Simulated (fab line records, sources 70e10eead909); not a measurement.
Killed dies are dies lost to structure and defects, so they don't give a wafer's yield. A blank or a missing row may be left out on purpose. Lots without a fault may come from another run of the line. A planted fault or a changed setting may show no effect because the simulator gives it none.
Problem report in the 8D (eight disciplines) form, filled by code | flow nand_harc | the parts of the form that need people (team, actions taken, sign-off) are left out

1. THE PROBLEM
run_length_s at NHARC_A_CONTACT_ETCH_98 reads a mean of 27.10 s on 1 wafer of 1 lot; wafers without a fault read 31.13 s with a standard deviation of 0.27. That is -15 standard deviations from the usual mean.
The step: etches the open film in C4F6/O2, target depth 20 nm, time 10 s.
First seen on wafer L776.2, day 28 19:44, on rie_diel-03. The record holds 39 wafers of 13 lots with a number at this step. Rule for "out", or "out of limits": more than 4 standard deviations from the usual mean. The other wafers with a number count as sound.

2. WHAT IT IS AND WHAT IT IS NOT
question                    | is                | is not
which readings at this step | run_length_s      | drypump_motor_current_A, oes_product_au, rf_vpp_V, showerhead_plenum_p_Torr, throttle_valve_pct
which lots                  | L776              | L760, L762, L765, L766, L768, L769, L770, L771, L772, L774, L782, L783
which wafers of those lots  | L776.2            | L776.4, L776.6
read on which tools         | rie_diel-03       | rie_diel-04, rie_diel-08
when                        | from day 28 19:44 | up to then (32 sound wafers); but 6 sound wafers of L782, L783 came after

3. SUSPECTS, AND WHAT RULES EACH OUT
Counting: a tool at a process step up to the reading stays a suspect if it ran every lot that is out. Sound lots after the first of them don't rule it out here, since some wafers of a struck lot are sound.
- rie_diel-03 at NHARC_A_CONTACT_ETCH_88 (etches the open film in CF4, target depth 39 nm, time 65 s): kept. It ran the lot that is out, L776 (day 28 16:43); its last sound lot up to then is L770 (day 26 09:14).
- rie_diel-03 at NHARC_A_CONTACT_ETCH_31 (etches the open film in O2/COS, target depth 2800 nm, time 728 s): kept. It ran the lot that is out, L776 (day 28 17:57); its last sound lot up to then is L770 (day 26 10:43). NHARC_A_CONTACT_ETCH_31 gives no start for some lots, so the hours and the order of its lots are those of NHARC_A_CONTACT_ETCH_135.
- har_cap_etch-03 at NHARC_A_CONTACT_ETCH_135 (etches the open film in C4F8/O2/Ar, time 311 s, target depth 1912 nm): kept. It ran the lot that is out, L776 (day 28 17:57); its last sound lot up to then is L772 (day 27 19:51).
- rie_diel-03 at NHARC_A_CONTACT_ETCH_98 (etches the open film in C4F6/O2, target depth 20 nm, time 10 s): kept. It ran the lot that is out, L776 (day 28 19:44); its last sound lot up to then is L772 (day 27 21:37). Its own readings are out on those wafers: run_length_s.
- Within rie_diel-03 at NHARC_A_CONTACT_ETCH_88: the wafers that are out ran in chamber 1; their sound lot-mates ran in chamber 0.
- Within rie_diel-03 at NHARC_A_CONTACT_ETCH_31: the wafers that are out ran in chamber 0; their sound lot-mates ran in chambers 2, 3.
- Within har_cap_etch-03 at NHARC_A_CONTACT_ETCH_135: the wafers that are out ran in chamber 1; their sound lot-mates ran in chamber 0.
- Within rie_diel-03 at NHARC_A_CONTACT_ETCH_98: the wafers that are out ran in chamber 3; their sound lot-mates ran in chambers 0, 2.
Left after counting: rie_diel-03 at NHARC_A_CONTACT_ETCH_88, rie_diel-03 at NHARC_A_CONTACT_ETCH_31, har_cap_etch-03 at NHARC_A_CONTACT_ETCH_135, rie_diel-03 at NHARC_A_CONTACT_ETCH_98.

4. THE CAUSE (what the simulator had put in)
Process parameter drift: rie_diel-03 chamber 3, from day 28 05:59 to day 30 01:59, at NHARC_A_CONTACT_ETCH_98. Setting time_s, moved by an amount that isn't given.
Counting left 4 suspects, and this tool is among them.

5. THE CHAIN OF EFFECTS, in route order
Each row: a reading whose mean over the struck wafers that have a number lies more than 3 standard deviations from the usual. Only readings for which the record gives a usual standard deviation are gone through. hours: the time from each lot's start at the first step in this table that gives one to its start at this step, as a median over the lots. sigmas: the change in usual standard deviations.
hours | step                    | reading      | usual   | on struck wafers | change | sigmas
0     | NHARC_A_CONTACT_ETCH_98 | run_length_s | 31.13 s | 27.10            | -4.03  | -15
The process steps in it:
- NHARC_A_CONTACT_ETCH_98: etches the open film in C4F6/O2, target depth 20 nm, time 10 s.

6. WHAT WOULD HAVE CAUGHT IT SOONER
In this record the first reading out of limits was taken at day 28 19:44, 14 hours after the fault began at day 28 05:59.
